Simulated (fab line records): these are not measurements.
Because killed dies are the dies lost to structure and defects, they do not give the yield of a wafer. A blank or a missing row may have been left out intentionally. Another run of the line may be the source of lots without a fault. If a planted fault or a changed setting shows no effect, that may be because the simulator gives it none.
fab line records	flow nandHarc
[record] lots = 24	wafers = 72	lastDay = 24
route steps=1159 shown A_CONTACT@856
lots that met no fault: taken from a fault-free run of the same line
startH: the number of hours between the record's first day and the start of the first shown wafer of the lot	waitH: hours since the lot's step before	" same as the row above	L1.1+2: one row covering several wafers at once	- no value, or no start was given	* or withheld: withheld	< > ~ a bound
route shown NAME@n: names a module that has steps shown in the file, with the first one's number in the route	usual: mean and standard deviation over wafers with no fault	same: alike in all rows	chamber/n: place in a boat	sites: the reading at each site	_std_site: standard deviation across them	_edge_site: outer sites' mean less inner sites'	radiusMm: how far each site lies from the wafer's centre	mask NAME#n: copy n	behind: the tool/chamber that last shaped the wafer	hold: what put the lot on hold/how long, in hours/how the hold closed	device: which transistor (n, p or np) failed to switch	end of line: the same wafers' tests at the end of the route	where a step has no rows: the recipe by itself	killed: at the first sort, the dies lost to defects and structure; wafer yield is something else	map: a wafer's dies, x killed, . not, _ none there
set.NAME: the setting the step ran with; set.NAME@STEP: the setting that earlier step ran with	model.NAME: the simulator's own value behind a step, which no gauge read
one table for each step of the route and one row for each wafer, over a sample of lots
services: the hour from which a tool's chamber was out of use, counted from the record's first day as startH (under 0 if before that day), plus the number of hours and why
[[steps]]
[step NHARC_A_CONTACT_INSPECT_44]
[usual] rawDefectCount = 29/14
lot.wafer	tool	chamber	startH	waitH	rawDefectCount
L074.1	defectInspect-02	-	362.48	0.0	12
L074.5	"	-	"	"	22
L074.6	"	-	"	"	16
L077.1	defectInspect-02	-	375.45	0.0	8
L077.5	"	-	"	"	8
L077.6	"	-	"	"	6
L075.1	defectInspect-01	-	375.72	0.0	12
L075.2	"	-	"	"	9
L075.4	"	-	"	"	21
L079.1	defectInspect-02	-	379.52	0.0	7
L079.2	"	-	"	"	11
L079.3	"	-	"	"	4
L078.1	defectInspect-02	-	379.86	0.0	37
L078.2	"	-	"	"	30
L078.6	"	-	"	"	30
L076.2	defectInspect-01	-	382.75	0.0	35
L076.4	"	-	"	"	30
L076.6	"	-	"	"	45
L080.2	defectInspect-01	-	406.26	0.0	17
L080.5	"	-	"	"	10
L080.6	"	-	"	"	15
L082.1	defectInspect-02	-	416.11	0.0	41
L082.3	"	-	"	"	36
L082.6	"	-	"	"	46
L081.1	defectInspect-02	-	419.55	0.0	35
L081.5	"	-	"	"	32
L081.6	"	-	"	"	32
L083.4	defectInspect-01	-	422.49	0.0	36
L083.5	"	-	"	"	35
L083.6	"	-	"	"	33
L086.2	defectInspect-01	-	428.78	0.0	12
L086.5	"	-	"	"	5
L086.6	"	-	"	"	9
L084.1	defectInspect-02	-	429.61	0.0	40
L084.4	"	-	"	"	34
L084.6	"	-	"	"	33
L085.2	defectInspect-02	-	437.19	0.0	51
L085.4	"	-	"	"	54
L085.6	"	-	"	"	50
L089.3	defectInspect-01	-	458.59	0.0	39
L089.4	"	-	"	"	24
L089.6	"	-	"	"	42
L087.1	defectInspect-02	-	460.63	0.0	39
L087.4	"	-	"	"	34
L087.6	"	-	"	"	37
L091.1	defectInspect-02	-	464.82	0.0	29
L091.3	"	-	"	"	39
L091.6	"	-	"	"	33
L090.1	defectInspect-01	-	466.95	0.0	42
L090.5	"	-	"	"	28
L090.6	"	-	"	"	29
L088.3	defectInspect-01	-	470.81	0.0	30
L088.4	"	-	"	"	34
L088.5	"	-	"	"	32
L093.1	defectInspect-01	-	474.51	0.0	12
L093.2	"	-	"	"	11
L093.4	"	-	"	"	12
L095.1	defectInspect-02	-	475.83	0.0	45
L095.5	"	-	"	"	73
L095.6	"	-	"	"	61
L094.2	defectInspect-02	-	481.58	0.0	32
L094.3	"	-	"	"	39
L094.6	"	-	"	"	24
L092.1	defectInspect-02	-	496.34	0.0	33
L092.5	"	-	"	"	25
L092.6	"	-	"	"	27
L097.3	defectInspect-01	-	502.32	0.0	18
L097.5	"	-	"	"	16
L097.6	"	-	"	"	15
L096.3	defectInspect-01	-	503.17	0.0	37
L096.4	"	-	"	"	36
L096.6	"	-	"	"	42
[step NHARC_A_CONTACT_ETCH_114]
[recipe] sourceW = withheld	pressureMtorr = 20	biasV = 3000	timeS = 94	targetDepthA = 9220	arFlowSccm = withheld	c4f8FlowSccm = withheld	o2FlowSccm = withheld	chemistry = C4F8/O2/Ar
lot.wafer	tool	chamber	startH	waitH	rfHoursCounterH
L074.1	harCapEtch-01	0	364.53	0.1	55
L074.6	"	1	"	"	-
L074.5	"	0	"	"	-
L077.1	harCapEtch-03	0	377.20	0.1	83
L077.6	"	1	"	"	-
L077.5	"	0	"	"	-
L075.1	harCapEtch-01	0	377.44	0.1	57
L075.2	"	1	"	"	57
L075.4	"	0	"	"	-
L079.1	harCapEtch-03	0	381.29	0.1	84
L079.2	"	1	"	"	84
L079.3	"	0	"	"	-
L078.1	harCapEtch-01	1	381.73	0.1	58
L078.2	"	0	"	"	58
L078.6	"	0	"	"	-
L076.2	harCapEtch-03	1	384.52	0.1	85
L076.4	"	1	"	"	-
L076.6	"	0	"	"	-
L080.2	harCapEtch-02	0	407.97	0.1	14
L080.6	"	0	"	"	-
L080.5	"	1	"	"	-
L082.1	harCapEtch-01	0	418.12	0.1	64
L082.3	"	1	"	"	-
L082.6	"	1	"	"	-
L081.1	harCapEtch-02	1	421.33	0.1	15
L081.6	"	0	"	"	-
L081.5	"	1	"	"	-
L083.4	harCapEtch-03	0	424.22	0.1	-
L083.6	"	0	"	"	-
L083.5	"	1	"	"	-
L086.2	harCapEtch-03	0	430.50	0.1	92
L086.5	"	0	"	"	-
L086.6	"	1	"	"	-
L084.1	harCapEtch-02	1	431.33	0.1	18
L084.4	"	0	"	"	-
L084.6	"	0	"	"	-
L085.2	harCapEtch-01	1	438.98	0.1	68
L085.4	"	1	"	"	-
L085.6	"	1	"	"	-
L089.4	harCapEtch-01	1	460.31	0.1	-
L089.3	"	0	"	"	-
L089.6	"	0	"	"	-
L087.1	harCapEtch-02	1	462.35	0.1	22
L087.4	"	1	"	"	-
L087.6	"	1	"	"	-
L091.1	harCapEtch-03	1	466.53	0.1	97
L091.3	"	0	"	"	-
L091.6	"	1	"	"	-
L090.1	harCapEtch-01	1	468.67	0.1	72
L090.6	"	0	"	"	-
L090.5	"	1	"	"	-
L088.4	harCapEtch-01	0	472.54	0.1	-
L088.3	"	1	"	"	-
L088.5	"	1	"	"	-
L093.1	harCapEtch-01	1	476.24	0.1	75
L093.2	"	0	"	"	75
L093.4	"	0	"	"	-
L095.1	harCapEtch-02	1	477.69	0.1	26
L095.5	"	1	"	"	-
L095.6	"	0	"	"	-
L094.2	harCapEtch-03	1	483.53	0.1	102
L094.3	"	0	"	"	-
L094.6	"	0	"	"	-
L092.1	harCapEtch-01	0	498.04	0.1	79
L092.6	"	0	"	"	-
L092.5	"	1	"	"	-
L097.3	harCapEtch-02	1	504.06	0.1	-
L097.6	"	1	"	"	-
L097.5	"	0	"	"	-
L096.3	harCapEtch-01	0	504.92	0.1	-
L096.4	"	1	"	"	-
L096.6	"	1	"	"	-
[step NHARC_A_CONTACT_ETCH_115]
[recipe] sourceW = withheld	pressureMtorr = 20	biasV = 3000	timeS = 94	targetDepthA = 9220	arFlowSccm = withheld	c4f8FlowSccm = withheld	o2FlowSccm = withheld	chemistry = C4F8/O2/Ar
lot.wafer	tool	chamber	startH	waitH	rfHoursCounterH
L074.1	harCapEtch-01	0	364.62	0.1	55
L074.6	"	1	"	"	-
L074.5	"	0	"	"	-
L077.1	harCapEtch-03	0	377.29	0.1	83
L077.6	"	1	"	"	-
L077.5	"	0	"	"	-
L075.1	harCapEtch-01	0	377.53	0.1	57
L075.2	"	1	"	"	57
L075.4	"	0	"	"	-
L079.1	harCapEtch-03	0	381.38	0.1	84
L079.2	"	1	"	"	84
L079.3	"	0	"	"	-
L078.1	harCapEtch-01	1	381.83	0.1	59
L078.2	"	0	"	"	59
L078.6	"	0	"	"	-
L076.2	harCapEtch-03	1	384.61	0.1	85
L076.4	"	1	"	"	-
L076.6	"	0	"	"	-
L080.2	harCapEtch-02	0	408.06	0.1	14
L080.6	"	0	"	"	-
L080.5	"	1	"	"	-
L082.1	harCapEtch-01	0	418.21	0.1	64
L082.3	"	1	"	"	-
L082.6	"	1	"	"	-
L081.1	harCapEtch-02	1	421.42	0.1	16
L081.6	"	0	"	"	-
L081.5	"	1	"	"	-
L083.4	harCapEtch-03	0	424.31	0.1	-
L083.6	"	0	"	"	-
L083.5	"	1	"	"	-
L086.2	harCapEtch-03	0	430.59	0.1	92
L086.5	"	0	"	"	-
L086.6	"	1	"	"	-
L084.1	harCapEtch-02	1	431.42	0.1	18
L084.4	"	0	"	"	-
L084.6	"	0	"	"	-
L085.2	harCapEtch-01	1	439.07	0.1	68
L085.4	"	1	"	"	-
L085.6	"	1	"	"	-
L089.4	harCapEtch-01	1	460.40	0.1	-
L089.3	"	0	"	"	-
L089.6	"	0	"	"	-
L087.1	harCapEtch-02	1	462.44	0.1	22
L087.4	"	1	"	"	-
L087.6	"	1	"	"	-
L091.1	harCapEtch-03	1	466.62	0.1	97
L091.3	"	0	"	"	-
L091.6	"	1	"	"	-
L090.1	harCapEtch-01	1	468.76	0.1	72
L090.6	"	0	"	"	-
L090.5	"	1	"	"	-
L088.4	harCapEtch-01	0	472.63	0.1	-
L088.3	"	1	"	"	-
L088.5	"	1	"	"	-
L093.1	harCapEtch-01	1	476.33	0.1	75
L093.2	"	0	"	"	75
L093.4	"	0	"	"	-
L095.1	harCapEtch-02	1	477.78	0.1	26
L095.5	"	1	"	"	-
L095.6	"	0	"	"	-
L094.2	harCapEtch-03	1	483.62	0.1	102
L094.3	"	0	"	"	-
L094.6	"	0	"	"	-
L092.1	harCapEtch-01	0	498.13	0.1	79
L092.6	"	0	"	"	-
L092.5	"	1	"	"	-
L097.3	harCapEtch-02	1	504.15	0.1	-
L097.6	"	1	"	"	-
L097.5	"	0	"	"	-
L096.3	harCapEtch-01	0	505.01	0.1	-
L096.4	"	1	"	"	-
L096.6	"	1	"	"	-
[step NHARC_A_CONTACT_ETCH_90]
[recipe] targetDepthA = 400	overEtchFrac = 0.5	timeS = 85.7	ionEnergyEv = 120	ch3fFlowSccm = 50	o2FlowSccm = 30	arFlowSccm = 200	rfW = 500	biasW = 100	chemistry = CH3F/O2
[usual] drypumpMotorCurrentA = 5.8/0.53	oesProductAu = 0.96/0.037	rfVppV = 244.7/1.7	showerheadPlenumPTorr = 2.48/0.11	throttleValvePct = 20.662/0.0085
lot.wafer	tool	chamber	startH	waitH	drypumpMotorCurrentA	oesProductAu	rfHoursCounterH	rfVppV	showerheadPlenumPTorr	throttleValvePct
L074.1	rieDiel-05	1	365.95	0.5	5.9	1.01	6	245.2	2.58	20.665
L074.5	"	0	"	"	6.1	0.99	-	246.5	2.60	20.675
L074.6	"	1	"	"	5.9	1.00	-	246.0	2.58	20.685
L077.1	rieDiel-06	1	378.64	0.5	5.4	0.91	26	242.9	2.29	20.657
L077.6	"	2	"	"	5.0	0.93	-	247.3	2.57	20.658
L077.5	"	3	"	"	6.6	0.92	-	245.7	2.57	20.671
L075.1	rieDiel-06	2	378.86	0.6	5.0	0.99	27	245.5	2.57	20.664
L075.4	"	3	"	"	6.7	0.99	27	245.5	2.57	20.658
L075.2	"	0	"	"	5.3	1.00	25	243.5	2.42	20.667
L079.3	rieDiel-06	3	382.71	0.4	6.7	0.99	28	246.8	2.57	20.666
L079.1	"	0	"	"	5.3	0.99	25	243.3	2.42	20.677
L079.2	"	1	"	"	5.5	0.98	26	242.9	2.29	20.655
L078.1	rieDiel-06	1	383.19	0.6	5.4	0.99	26	242.7	2.29	20.661
L078.2	"	2	"	"	5.0	0.99	27	246.0	2.57	20.677
L078.6	"	2	"	"	5.0	1.00	-	245.1	2.57	20.669
L076.2	rieDiel-05	2	385.95	0.6	5.6	0.92	13	246.0	2.46	20.667
L076.4	"	3	"	"	6.2	0.92	15	244.6	2.47	20.653
L076.6	"	1	"	"	5.9	0.93	-	246.0	2.57	20.653
L080.2	rieDiel-06	3	409.40	0.6	6.6	0.92	32	245.4	2.57	20.678
L080.6	"	2	"	"	5.1	0.93	-	246.7	2.57	20.666
L080.5	"	3	"	"	6.6	0.92	-	246.5	2.57	20.667
L082.1	rieDiel-13	2	419.53	0.5	5.8	0.93	48	244.8	2.46	20.656
L082.3	"	3	"	"	6.3	0.93	53	246.3	2.53	20.682
L082.6	"	2	"	"	5.8	0.92	-	245.0	2.46	20.661
L081.1	rieDiel-13	2	422.72	0.5	5.8	0.93	49	244.4	2.46	20.664
L081.6	"	2	"	"	5.8	0.93	-	243.0	2.46	20.650
L081.5	"	3	"	"	6.3	0.93	-	245.4	2.53	20.661
L083.4	rieDiel-05	1	425.65	0.5	5.9	0.91	29	245.9	2.57	20.665
L083.5	"	0	"	"	6.1	0.93	-	244.8	2.59	20.663
L083.6	"	1	"	"	5.9	0.92	-	246.1	2.57	20.648
L086.2	rieDiel-06	2	431.91	0.5	5.0	0.93	1	245.3	2.57	20.663
L086.6	"	2	"	"	5.0	0.94	-	246.8	2.57	20.640
L086.5	"	3	"	"	6.6	0.93	-	245.0	2.57	20.666
L084.1	rieDiel-06	3	432.82	0.6	6.7	1.01	2	244.7	2.57	20.669
L084.4	"	1	"	"	5.4	1.01	1	242.5	2.29	20.671
L084.6	"	3	"	"	6.7	1.00	-	247.4	2.57	20.663
L085.4	rieDiel-06	2	440.38	0.4	5.0	1.00	2	246.7	2.57	20.671
L085.2	"	0	"	"	5.3	0.99	3	244.7	2.42	20.648
L085.6	"	3	"	"	6.7	1.01	-	247.2	2.57	20.651
L089.4	rieDiel-05	1	461.76	0.5	5.9	0.92	43	245.2	2.56	20.650
L089.3	"	3	"	"	6.2	0.91	45	244.9	2.46	20.670
L089.6	"	1	"	"	5.9	0.93	-	245.8	2.56	20.655
L087.4	rieDiel-06	1	463.76	0.4	5.4	0.94	7	240.9	2.29	20.650
L087.1	"	0	"	"	5.3	0.94	7	244.1	2.42	20.654
L087.6	"	2	"	"	5.1	0.92	-	246.3	2.57	20.665
L091.3	rieDiel-13	2	467.96	0.4	5.8	1.00	1	245.4	2.46	20.663
L091.1	"	3	"	"	6.4	1.00	1	245.7	2.52	20.651
L091.6	"	1	"	"	6.2	0.99	-	243.5	2.37	20.663
L090.1	rieDiel-13	1	470.12	0.5	6.2	0.99	2	243.9	2.37	20.675
L090.5	"	2	"	"	5.8	1.00	-	243.4	2.46	20.661
L090.6	"	3	"	"	6.3	1.00	-	245.7	2.52	20.650
L088.4	rieDiel-06	1	473.94	0.5	5.4	1.00	9	240.8	2.28	20.648
L088.3	"	2	"	"	5.0	1.01	9	246.2	2.57	20.662
L088.5	"	1	"	"	5.4	1.00	-	240.6	2.28	20.673
L093.2	rieDiel-13	1	477.66	0.5	6.2	0.92	6	243.3	2.37	20.670
L093.1	"	2	"	"	5.8	0.93	7	245.1	2.46	20.660
L093.4	"	3	"	"	6.4	0.92	7	244.8	2.52	20.663
L095.1	rieDiel-13	0	479.12	0.6	5.9	0.92	6	244.9	2.63	20.662
L095.6	"	3	"	"	6.4	0.91	-	245.5	2.52	20.674
L095.5	"	0	"	"	5.9	0.92	-	245.9	2.63	20.657
L094.3	rieDiel-06	1	484.95	0.4	5.4	0.92	13	243.6	2.28	20.666
L094.2	"	3	"	"	6.7	1.00	10	244.1	2.56	20.660
L094.6	"	1	"	"	5.4	0.91	-	241.7	2.28	20.661
L092.1	rieDiel-13	3	499.49	0.6	6.3	1.00	13	245.1	2.52	20.674
L092.5	"	1	"	"	6.2	1.00	-	243.5	2.37	20.640
L092.6	"	2	"	"	5.8	1.00	-	244.6	2.45	20.657
L097.3	rieDiel-06	1	505.49	0.5	5.5	0.93	16	242.4	2.28	20.665
L097.5	"	2	"	"	5.0	0.92	-	246.6	2.56	20.655
L097.6	"	3	"	"	6.6	0.93	-	246.8	2.56	20.656
L096.3	rieDiel-06	0	506.32	0.4	5.3	1.01	16	244.2	2.42	20.672
L096.4	"	3	"	"	6.6	1.00	15	246.1	2.56	20.671
L096.6	"	1	"	"	5.5	1.01	-	242.9	2.28	20.664
[step NHARC_A_CONTACT_CD_MEAS_69]
[recipe] targetCdNm = 200	landingEnergyEv = 500
[usual] cdNm = 200.2/0.4
[same] landingEnergyEv = 500
lot.wafer	tool	chamber	startH	waitH	cdNm
L074.1	cdSem-02	0	369.80	-	200.2
L074.5	"	0	"	"	200.0
L074.6	"	0	"	"	199.2
L077.1	cdSem-02	0	382.92	-	199.9
L077.5	"	0	"	"	199.8
L077.6	"	0	"	"	200.7
L075.1	cdSem-02	0	383.36	-	200.3
L075.2	"	0	"	"	200.2
L075.4	"	0	"	"	200.5
L079.1	cdSem-01	0	386.59	-	199.9
L079.2	"	0	"	"	200.1
L079.3	"	0	"	"	199.5
L078.1	cdSem-03	0	387.22	-	200.6
L078.2	"	0	"	"	200.4
L078.6	"	0	"	"	200.1
L076.2	cdSem-01	0	389.54	-	199.8
L076.4	"	0	"	"	199.6
L076.6	"	0	"	"	199.5
L080.2	cdSem-01	0	415.54	-	199.6
L080.5	"	0	"	"	199.9
L080.6	"	0	"	"	199.9
L082.1	cdSem-02	0	424.37	-	200.1
L082.3	"	0	"	"	200.2
L082.6	"	0	"	"	201.0
L081.1	cdSem-01	0	427.20	-	200.4
L081.5	"	0	"	"	199.7
L081.6	"	0	"	"	200.4
L083.4	cdSem-01	0	431.12	-	199.9
L083.5	"	0	"	"	200.0
L083.6	"	0	"	"	199.8
L086.2	cdSem-03	0	440.45	-	200.0
L086.5	"	0	"	"	200.7
L086.6	"	0	"	"	200.5
L084.1	cdSem-03	0	441.45	-	199.6
L084.4	"	0	"	"	200.8
L084.6	"	0	"	"	200.2
L085.2	cdSem-02	0	443.99	-	200.5
L085.4	"	0	"	"	200.4
L085.6	"	0	"	"	199.8
L089.3	cdSem-03	0	468.62	-	200.7
L089.4	"	0	"	"	201.1
L089.6	"	0	"	"	200.5
L087.1	cdSem-01	0	468.86	-	199.7
L087.4	"	0	"	"	199.9
L087.6	"	0	"	"	199.6
L091.1	cdSem-03	0	472.18	-	200.5
L091.3	"	0	"	"	200.5
L091.6	"	0	"	"	200.7
L090.1	cdSem-02	0	473.89	-	200.7
L090.5	"	0	"	"	199.7
L090.6	"	0	"	"	199.9
L088.3	cdSem-02	0	479.23	-	199.8
L088.4	"	0	"	"	199.9
L088.5	"	0	"	"	199.9
L093.1	cdSem-01	0	484.34	-	200.4
L093.2	"	0	"	"	201.0
L093.4	"	0	"	"	200.2
L095.1	cdSem-01	0	486.51	-	200.1
L095.5	"	0	"	"	199.9
L095.6	"	0	"	"	199.9
L094.2	cdSem-03	0	492.13	-	200.2
L094.3	"	0	"	"	199.6
L094.6	"	0	"	"	200.4
L092.1	cdSem-02	0	503.92	-	200.0
L092.5	"	0	"	"	200.9
L092.6	"	0	"	"	200.4
L097.3	cdSem-02	0	509.10	-	200.3
L097.5	"	0	"	"	201.0
L097.6	"	0	"	"	200.6
L096.3	cdSem-01	0	511.08	-	200.6
L096.4	"	0	"	"	200.4
L096.6	"	0	"	"	200.6
[step NHARC_A_CONTACT_ETCH_124]
[recipe] sourceW = withheld	pressureMtorr = 20	biasV = withheld	timeS = 140	targetDepthA = 7000	arFlowSccm = withheld	c4f8FlowSccm = withheld	o2FlowSccm = withheld	chemistry = C4F8/O2/Ar
lot.wafer	tool	chamber	startH	waitH	rfHoursCounterH
L074.1	harCapEtch-01	0	371.14	-	56
L074.5	"	1	"	"	-
L074.6	"	0	"	"	-
L077.1	harCapEtch-01	0	384.37	-	59
L077.5	"	1	"	"	-
L077.6	"	0	"	"	-
L075.1	harCapEtch-02	0	384.97	-	11
L075.2	"	1	"	"	11
L075.4	"	1	"	"	-
L079.2	harCapEtch-03	0	387.90	-	86
L079.1	"	1	"	"	86
L079.3	"	0	"	"	-
L078.1	harCapEtch-01	1	388.55	-	61
L078.2	"	0	"	"	61
L078.6	"	1	"	"	-
L076.2	harCapEtch-02	0	390.87	-	12
L076.4	"	0	"	"	-
L076.6	"	0	"	"	-
L080.2	harCapEtch-03	0	416.86	-	89
L080.5	"	0	"	"	-
L080.6	"	1	"	"	-
L082.1	harCapEtch-02	0	425.68	-	16
L082.3	"	1	"	"	-
L082.6	"	0	"	"	-
L081.1	harCapEtch-01	1	428.63	-	65
L081.6	"	0	"	"	-
L081.5	"	1	"	"	-
L083.4	harCapEtch-01	1	432.93	-	-
L083.5	"	1	"	"	-
L083.6	"	0	"	"	-
L086.2	harCapEtch-03	0	441.81	-	93
L086.6	"	1	"	"	-
L086.5	"	0	"	"	-
L084.1	harCapEtch-02	1	442.79	-	20
L084.4	"	1	"	"	-
L084.6	"	1	"	"	-
L085.2	harCapEtch-03	0	445.45	-	95
L085.4	"	1	"	"	-
L085.6	"	1	"	"	-
L089.4	harCapEtch-02	1	469.99	-	-
L089.3	"	0	"	"	-
L089.6	"	1	"	"	-
L087.1	harCapEtch-03	1	470.18	-	98
L087.4	"	0	"	"	-
L087.6	"	0	"	"	-
L091.1	harCapEtch-02	0	473.62	-	24
L091.3	"	1	"	"	-
L091.6	"	0	"	"	-
L090.1	harCapEtch-03	0	475.38	-	99
L090.6	"	0	"	"	-
L090.5	"	1	"	"	-
L088.3	harCapEtch-02	1	480.66	-	-
L088.4	"	0	"	"	-
L088.5	"	0	"	"	-
L093.1	harCapEtch-02	1	485.65	-	28
L093.2	"	0	"	"	28
L093.4	"	0	"	"	-
L095.1	harCapEtch-03	1	487.83	-	103
L095.5	"	1	"	"	-
L095.6	"	0	"	"	-
L094.2	harCapEtch-01	0	493.47	-	78
L094.3	"	1	"	"	-
L094.6	"	1	"	"	-
L092.1	harCapEtch-03	1	505.26	-	105
L092.5	"	0	"	"	-
L092.6	"	1	"	"	-
L097.3	harCapEtch-03	0	510.54	-	-
L097.5	"	1	"	"	-
L097.6	"	0	"	"	-
L096.4	harCapEtch-02	1	512.45	-	-
L096.3	"	0	"	"	-
L096.6	"	1	"	"	-
[[services]]
tool	chamber	startH	hours	kind
rieDiel-05	-	341.54	9.0	pm
rieDiel-06	0	348.22	-	clean
rieDiel-06	1	348.22	-	clean
rieDiel-06	2	348.22	-	clean
rieDiel-06	3	348.22	-	clean
rieDiel-06	0	372.72	-	clean
rieDiel-06	1	372.72	-	clean
rieDiel-06	2	372.72	-	clean
rieDiel-06	3	372.72	-	clean
rieDiel-05	2	373.55	2.0	repair
rieDiel-06	0	397.37	-	clean
rieDiel-06	1	397.37	-	clean
rieDiel-06	2	397.37	-	clean
rieDiel-06	3	397.37	-	clean
rieDiel-06	-	418.20	9.0	pm
rieDiel-06	0	418.20	9.0	ventCycle
rieDiel-06	1	418.20	9.0	ventCycle
rieDiel-06	2	418.20	9.0	ventCycle
rieDiel-06	3	418.20	9.0	ventCycle
rieDiel-06	0	427.20	-	clean
rieDiel-06	1	427.20	-	clean
rieDiel-13	-	453.14	9.0	pm
rieDiel-06	3	475.93	7.0	repair
rieDiel-05	2	479.22	14.6	repair
[[key]]
fault none
